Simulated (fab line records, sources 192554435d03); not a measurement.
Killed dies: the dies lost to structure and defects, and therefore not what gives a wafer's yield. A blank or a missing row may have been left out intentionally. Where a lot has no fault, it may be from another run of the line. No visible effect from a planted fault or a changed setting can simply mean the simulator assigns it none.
Matching of chambers | flow n5 finfet | N5_BEOL_M11_VIA_ETCH_34 on rie diel-03: 4 sister chambers
The step etches SiCOH lowk in C4F6/O2, target depth 184.5 nm, time 69.2 s. 8 wafers are shown with their chamber, then 8 later ones without.

== EACH WAFER AND ITS CHAMBER ==
wafer  | chamber | throttle valve pct (%) | showerhead plenum p Torr (Torr)
L080.4 | 2       | 20.92                  | 2.79
L084.3 | 0       | 20.91                  | 2.91
L086.4 | 1       | 21.05                  | 2.92
L086.5 | 1       | 21.07                  | 2.92
L085.1 | 0       | 20.91                  | 2.90
L085.3 | 3       | 20.47                  | 2.89
L085.6 | 2       | 20.93                  | 2.78
L088.1 | 3       | 20.49                  | 2.89

== WAFERS WITHOUT THEIR CHAMBER ==
wafer  | throttle valve pct (%) | showerhead plenum p Torr (Torr)
L088.3 | 20.94                  | 2.78
L088.6 | 20.92                  | 2.78
L091.1 | 21.07                  | 2.91
L091.5 | 20.48                  | 2.89
L091.6 | 20.95                  | 2.90
L097.4 | 20.95                  | 2.77
L097.5 | 20.49                  | 2.88
L097.6 | 20.95                  | 2.77

== THE CHAMBER EACH PASSED THROUGH ==
wafer  | from the rows above | in truth
L088.3 | 2                   | 2
L088.6 | 2                   | 2
L091.1 | 1                   | 1
L091.5 | 3                   | 3
L091.6 | 0                   | 0
L097.4 | 2                   | 2
L097.5 | 3                   | 3
L097.6 | 2                   | 2
Correctly placed: 8 of 8. From these rows, 0 cannot be placed. Wrongly placed: 0.
How it was worked out, from the rows above alone: a wafer's distance from a chamber is the root of the sum, over the readings, of the square of ((its reading less the chamber's mean) divided by the reading's scatter). If the next closest chamber is less than 2 further off than the closest, the wafer can't be placed; otherwise it belongs to the closest. The mean given for a chamber averages the wafers shown for that chamber. The scatter is the square root of a quotient: the sum, over the shown wafers, of each reading's squared deviation from its chamber's mean, divided by wafers minus chambers.
